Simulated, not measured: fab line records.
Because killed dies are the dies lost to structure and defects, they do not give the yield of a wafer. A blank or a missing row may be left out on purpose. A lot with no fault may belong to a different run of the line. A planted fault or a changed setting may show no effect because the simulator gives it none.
Which tool is to blame? | flow n5Finfet | 24 lots with 72 wafers sampled at 5 steps, on a route of 1938 steps

## WHAT THE GAUGES SHOWED, per wafer
N5_BEOL_M8_RS_MEAS_57: the measuring method here is four-point-probe. Usual: M8_RS gives 0.288 ohm/sq (standard deviation 0.0099).
lot  | measured     | on           | M8_RS (ohm/sq)    | flag
L074 | day 9 11:58  | filmMetro-01 | 0.288 0.288 0.281 | 
L075 | day 9 15:22  | filmMetro-01 | 0.287 0.288 0.306 | 
L077 | day 10 01:14 | filmMetro-01 | 0.294 0.292 0.277 | 
L078 | day 10 05:00 | filmMetro-01 | 0.278 0.292 0.283 | 
L079 | day 10 09:07 | filmMetro-02 | 0.293 0.282 0.292 | 
L080 | day 10 18:08 | filmMetro-01 | 0.290 0.279 0.303 | 
L081 | day 11 04:59 | filmMetro-02 | 0.287 0.285 0.281 | 
L082 | day 11 08:56 | filmMetro-01 | 0.289 0.284 0.285 | 
L083 | day 12 07:08 | filmMetro-01 | 0.279 0.278 0.287 | 
L084 | day 12 16:03 | filmMetro-01 | 0.279 0.281 0.276 | 
L086 | day 12 19:19 | filmMetro-01 | 0.282 0.273 0.273 | 
L085 | day 12 19:49 | filmMetro-01 | 0.301 0.287 0.295 | 
L087 | day 13 02:40 | filmMetro-02 | 0.278 0.298 0.288 | 
L089 | day 13 10:06 | filmMetro-01 | 0.281 0.275 0.282 | 
L088 | day 13 11:51 | filmMetro-02 | 0.286 0.291 0.274 | 
L090 | day 13 12:24 | filmMetro-02 | 0.299 0.292 0.305 | 
L091 | day 14 04:29 | filmMetro-02 | 0.305 0.299 0.293 | 
L092 | day 14 04:47 | filmMetro-01 | 0.278 0.294 0.282 | 
L093 | day 14 07:25 | filmMetro-01 | 0.290 0.283 0.286 | 
L094 | day 15 10:47 | filmMetro-01 | 0.287 0.283 0.273 | 
L076 | day 15 11:47 | filmMetro-02 | 0.288 0.268 0.266 | 
L095 | day 15 15:57 | filmMetro-01 | 0.272 0.287 0.303 | 
L097 | day 16 10:13 | filmMetro-01 | 0.287 0.290 0.291 | 
L096 | day 17 01:46 | filmMetro-01 | 0.292 0.286 0.286 | 

## WHICH TOOL RAN EACH LOT (tool, then ch and the chambers of the sampled wafers, then the start)
lot  | N5_BEOL_M8_HM_DEP_02        | N5_BEOL_M8_DEGAS_44         | N5_BEOL_M8_ALD_77                  | N5_BEOL_M8_ANNEAL_51
L074 | pvdSputter-03, day 9 04:32  | pvdSputter-03, day 9 10:21  | aldMetal-03 ch 0,1,2, day 9 10:28  | rtpAnneal-02 ch 0, day 9 11:14
L075 | pvdSputter-03, day 9 09:51  | pvdSputter-01, day 9 13:46  | aldMetal-03 ch 2,3, day 9 13:55    | rtpAnneal-02 ch 0, day 9 14:41
L077 | pvdSputter-02, day 9 20:22  | pvdSputter-01, day 9 23:23  | aldMetal-02 ch 1,2,3, day 9 23:29  | rtpAnneal-01 ch 0, day 10 00:29
L078 | pvdSputter-02, day 9 22:28  | pvdSputter-03, day 10 01:59 | aldMetal-03 ch 0,1,2, day 10 02:05 | rtpAnneal-01 ch 0, day 10 04:02
L079 | pvdSputter-01, day 10 04:11 | pvdSputter-01, day 10 07:25 | aldMetal-01 ch 0,1, day 10 07:32   | rtpAnneal-01 ch 0, day 10 08:24
L080 | pvdSputter-03, day 10 11:05 | pvdSputter-02, day 10 16:10 | aldMetal-03 ch 0,2,3, day 10 16:17 | rtpAnneal-01 ch 0, day 10 17:27
L081 | pvdSputter-03, day 10 20:28 | pvdSputter-01, day 11 01:43 | aldMetal-02 ch 0,1,2, day 11 01:49 | rtpAnneal-02 ch 0, day 11 04:22
L082 | pvdSputter-01, day 11 00:25 | pvdSputter-03, day 11 05:31 | aldMetal-02 ch 0,1, day 11 05:51   | rtpAnneal-01 ch 0, day 11 08:18
L083 | pvdSputter-03, day 11 18:14 | pvdSputter-03, day 12 05:37 | aldMetal-03 ch 2,3, day 12 05:43   | rtpAnneal-02 ch 0, day 12 06:27
L084 | pvdSputter-01, day 12 09:50 | pvdSputter-01, day 12 13:43 | aldMetal-03 ch 1,3, day 12 13:55   | rtpAnneal-02 ch 0, day 12 15:04
L086 | pvdSputter-01, day 12 13:08 | pvdSputter-01, day 12 17:26 | aldMetal-03 ch 1,2,3, day 12 17:32 | rtpAnneal-01 ch 0, day 12 18:35
L085 | pvdSputter-02, day 12 13:46 | pvdSputter-01, day 12 17:35 | aldMetal-01 ch 2,3, day 12 17:41   | rtpAnneal-02 ch 0, day 12 18:43
L087 | pvdSputter-01, day 12 21:23 | pvdSputter-01, day 13 00:32 | aldMetal-01 ch 2,3, day 13 00:39   | rtpAnneal-02 ch 0, day 13 01:57
L089 | pvdSputter-02, day 13 03:47 | pvdSputter-02, day 13 08:30 | aldMetal-01 ch 1,2,3, day 13 08:36 | rtpAnneal-02 ch 0, day 13 09:23
L088 | pvdSputter-03, day 13 04:13 | pvdSputter-01, day 13 09:45 | aldMetal-03 ch 0,1,3, day 13 09:58 | rtpAnneal-01 ch 0, day 13 11:08
L090 | pvdSputter-03, day 13 04:40 | pvdSputter-01, day 13 09:57 | aldMetal-03 ch 0,1, day 13 10:13   | rtpAnneal-01 ch 0, day 13 11:40
L091 | pvdSputter-02, day 13 22:35 | pvdSputter-01, day 14 02:46 | aldMetal-03 ch 0,1,2, day 14 02:54 | rtpAnneal-01 ch 0, day 14 03:46
L092 | pvdSputter-02, day 13 23:02 | pvdSputter-03, day 14 03:06 | aldMetal-01 ch 0,2,3, day 14 03:16 | rtpAnneal-01 ch 0, day 14 04:04
L093 | pvdSputter-01, day 14 01:41 | pvdSputter-03, day 14 05:02 | aldMetal-01 ch 1,3, day 14 05:12   | rtpAnneal-02 ch 0, day 14 06:29
L094 | pvdSputter-02, day 15 04:40 | pvdSputter-01, day 15 09:08 | aldMetal-03 ch 0,1, day 15 09:14   | rtpAnneal-02 ch 0, day 15 10:11
L076 | pvdSputter-02, day 15 04:58 | pvdSputter-01, day 15 09:43 | aldMetal-03 ch 1,2,3, day 15 09:49 | rtpAnneal-02 ch 0, day 15 11:05
L095 | pvdSputter-01, day 15 08:43 | pvdSputter-03, day 15 13:58 | aldMetal-03 ch 0,1,2, day 15 14:14 | rtpAnneal-02 ch 0, day 15 15:13
L097 | pvdSputter-01, day 16 03:37 | pvdSputter-01, day 16 07:31 | aldMetal-01 ch 1,2,3, day 16 07:37 | rtpAnneal-02 ch 0, day 16 09:07
L096 | pvdSputter-03, day 16 18:59 | pvdSputter-01, day 16 23:47 | aldMetal-03 ch 1,2,3, day 16 23:55 | rtpAnneal-01 ch 0, day 17 01:01
- N5_BEOL_M8_HM_DEP_02: deposits TiN, target thk 20 nm.
- N5_BEOL_M8_DEGAS_44: time 60 s.
- N5_BEOL_M8_ALD_77: deposits TaN, target thk 2 nm, pulse time 2 s, purge time 3 s.
- N5_BEOL_M8_ANNEAL_51: time 90 s.

## WHAT THE TOOLS THEMSELVES READ (means of the sampled wafers that have a number; where no wafer has one, the mark that the record gives instead)
N5_BEOL_M8_HM_DEP_02. Usual: substrateTempC 24.99 C, standard deviation 0.1; susceptorTempC 25.00 C, standard deviation 0.11; throttleValvePct 29.5 %, standard deviation 1.2.
lot  | tool          | substrateTempC (C) | susceptorTempC (C) | throttleValvePct (%) | flag
L074 | pvdSputter-03 | 24.97              | 25.07              | 29.4                 | 
L075 | pvdSputter-03 | 25.06              | 24.98              | 29.9                 | 
L077 | pvdSputter-02 | 24.99              | 24.98              | 29.6                 | 
L078 | pvdSputter-02 | 24.94              | 25.10              | 30.6                 | 
L079 | pvdSputter-01 | 24.90              | 24.92              | 29.3                 | 
L080 | pvdSputter-03 | 25.05              | 24.99              | 28.7                 | 
L081 | pvdSputter-03 | 25.02              | 24.94              | 28.2                 | 
L082 | pvdSputter-01 | 25.09              | 24.97              | 29.9                 | 
L083 | pvdSputter-03 | 24.88              | 24.99              | 28.6                 | 
L084 | pvdSputter-01 | 25.04              | 25.14              | 28.9                 | 
L086 | pvdSputter-01 | 25.02              | 25.01              | 29.9                 | 
L085 | pvdSputter-02 | 24.89              | 25.12              | 30.9                 | 
L087 | pvdSputter-01 | 24.96              | 24.91              | 30.0                 | 
L089 | pvdSputter-02 | 25.03              | 24.92              | 29.8                 | 
L088 | pvdSputter-03 | 25.01              | 25.02              | 29.7                 | 
L090 | pvdSputter-03 | 24.98              | 24.99              | 29.4                 | 
L091 | pvdSputter-02 | 25.11              | 25.03              | 30.2                 | 
L092 | pvdSputter-02 | 24.96              | 25.01              | 29.7                 | 
L093 | pvdSputter-01 | 25.06              | 24.98              | 29.8                 | 
L094 | pvdSputter-02 | 24.90              | 24.93              | 30.4                 | 
L076 | pvdSputter-02 | 24.99              | 24.94              | 30.4                 | 
L095 | pvdSputter-01 | 24.85              | 25.04              | 28.7                 | 
L097 | pvdSputter-01 | 25.00              | 24.91              | 29.9                 | 
L096 | pvdSputter-03 | 24.97              | 24.88              | 29.1                 | 

N5_BEOL_M8_DEGAS_44. Usual: heaterPowerW 322 W, standard deviation 25; susceptorTempC 250.02 C, standard deviation 0.17.
lot  | tool          | heaterPowerW (W) | susceptorTempC (C) | flag
L074 | pvdSputter-03 | 344              | 249.92             | 
L075 | pvdSputter-01 | 331              | 250.07             | 
L077 | pvdSputter-01 | 306              | 250.08             | 
L078 | pvdSputter-03 | 315              | 250.06             | 
L079 | pvdSputter-01 | 324              | 249.95             | 
L080 | pvdSputter-02 | 324              | 249.97             | 
L081 | pvdSputter-01 | 320              | 250.02             | 
L082 | pvdSputter-03 | 318              | 249.99             | 
L083 | pvdSputter-03 | 311              | 249.94             | 
L084 | pvdSputter-01 | 333              | 249.95             | 
L086 | pvdSputter-01 | 320              | 250.07             | 
L085 | pvdSputter-01 | 317              | 249.95             | 
L087 | pvdSputter-01 | 322              | 250.08             | 
L089 | pvdSputter-02 | 324              | 250.11             | 
L088 | pvdSputter-01 | 327              | 249.84             | 
L090 | pvdSputter-01 | 317              | 250.00             | 
L091 | pvdSputter-01 | 313              | 249.97             | 
L092 | pvdSputter-03 | 297              | 249.92             | 
L093 | pvdSputter-03 | 338              | 250.04             | 
L094 | pvdSputter-01 | 327              | 250.16             | 
L076 | pvdSputter-01 | 300              | 250.12             | 
L095 | pvdSputter-03 | 304              | 250.01             | 
L097 | pvdSputter-01 | 315              | 250.18             | 
L096 | pvdSputter-01 | 325              | 250.01             | 

N5_BEOL_M8_ALD_77. Usual: heaterPowerW 417 W, standard deviation 33; precursorVesselCarrierSccm 1000 sccm, standard deviation 3.3; precursorVesselPressureTorr 26.25 Torr, standard deviation 0.058; susceptorTempC 274.98 C, standard deviation 0.19.
lot  | tool        | heaterPowerW (W) | precursorVesselCarrierSccm (sccm) | precursorVesselPressureTorr (Torr) | susceptorTempC (C) | flag
L074 | aldMetal-03 | 429              | 997                               | 26.23                              | 275.02             | 
L075 | aldMetal-03 | 429              | 1000                              | 26.24                              | 275.02             | 
L077 | aldMetal-02 | 371              | 1003                              | 26.20                              | 274.79             | 
L078 | aldMetal-03 | 425              | 999                               | 26.21                              | 274.81             | 
L079 | aldMetal-01 | 439              | 1002                              | 26.26                              | 275.11             | 
L080 | aldMetal-03 | 404              | 1000                              | 26.19                              | 274.92             | 
L081 | aldMetal-02 | 428              | 1001                              | 26.26                              | 274.93             | 
L082 | aldMetal-02 | 446              | 998                               | 26.27                              | 275.08             | 
L083 | aldMetal-03 | 428              | 997                               | 26.22                              | 274.89             | 
L084 | aldMetal-03 | 434              | 997                               | 26.25                              | 274.89             | 
L086 | aldMetal-03 | 433              | 1000                              | 26.24                              | 274.88             | 
L085 | aldMetal-01 | 414              | 996                               | 26.27                              | 274.98             | 
L087 | aldMetal-01 | 412              | 999                               | 26.19                              | 275.25             | 
L089 | aldMetal-01 | 399              | 999                               | 26.29                              | 275.03             | 
L088 | aldMetal-03 | 416              | 1001                              | 26.27                              | 275.01             | 
L090 | aldMetal-03 | 406              | 999                               | 26.22                              | 275.08             | 
L091 | aldMetal-03 | 424              | 1003                              | 26.30                              | 274.99             | 
L092 | aldMetal-01 | 422              | 1001                              | 26.28                              | 275.00             | 
L093 | aldMetal-01 | 406              | 998                               | 26.23                              | 274.83             | 
L094 | aldMetal-03 | 413              | 1000                              | 26.24                              | 274.82             | 
L076 | aldMetal-03 | 432              | 1004                              | 26.22                              | 274.87             | 
L095 | aldMetal-03 | 429              | 1001                              | 26.24                              | 274.90             | 
L097 | aldMetal-01 | 371              | 1002                              | 26.25                              | 274.96             | 
L096 | aldMetal-03 | 440              | 1000                              | 26.30                              | 275.18             | 

N5_BEOL_M8_ANNEAL_51. Usual: 225.90 for wafer_temp_C_max, sd 0.25.
lot  | tool         | wafer_temp_C_max | flag
L074 | rtpAnneal-02 | 225.74           | 
L075 | rtpAnneal-02 | 225.81           | 
L077 | rtpAnneal-01 | 225.89           | 
L078 | rtpAnneal-01 | 226.05           | 
L079 | rtpAnneal-01 | 225.93           | 
L080 | rtpAnneal-01 | 226.16           | 
L081 | rtpAnneal-02 | 225.66           | 
L082 | rtpAnneal-01 | 226.37           | 
L083 | rtpAnneal-02 | 225.72           | 
L084 | rtpAnneal-02 | 225.88           | 
L086 | rtpAnneal-01 | 226.18           | 
L085 | rtpAnneal-02 | 225.69           | 
L087 | rtpAnneal-02 | 225.73           | 
L089 | rtpAnneal-02 | 225.82           | 
L088 | rtpAnneal-01 | 225.91           | 
L090 | rtpAnneal-01 | 226.21           | 
L091 | rtpAnneal-01 | 226.02           | 
L092 | rtpAnneal-01 | 226.34           | 
L093 | rtpAnneal-02 | 226.07           | 
L094 | rtpAnneal-02 | 225.65           | 
L076 | rtpAnneal-02 | 225.66           | 
L095 | rtpAnneal-02 | 225.92           | 
L097 | rtpAnneal-02 | 226.02           | 
L096 | rtpAnneal-01 | 225.99           | 

## THE ANSWER, worked out from the rows above alone
Rule: a lot counts as off when the mean over its wafers that have a number is more than 3 standard deviations away from the usual mean. A lot without any number at a reading at which 4 lots or more have one is off too. Any other lot the step has rows for is counted as sound. Order of review: gauges by route order, followed by the tools' own readings, for which a lot's mean as printed above is used. The first step at which some lot is off is used, and at that step the reading that is off furthest; a lot without a number counts as furthest.
Nothing can be told from this: no lot is off at any reading shown.

## WHAT HAD BEEN PUT IN BY THE SIMULATOR
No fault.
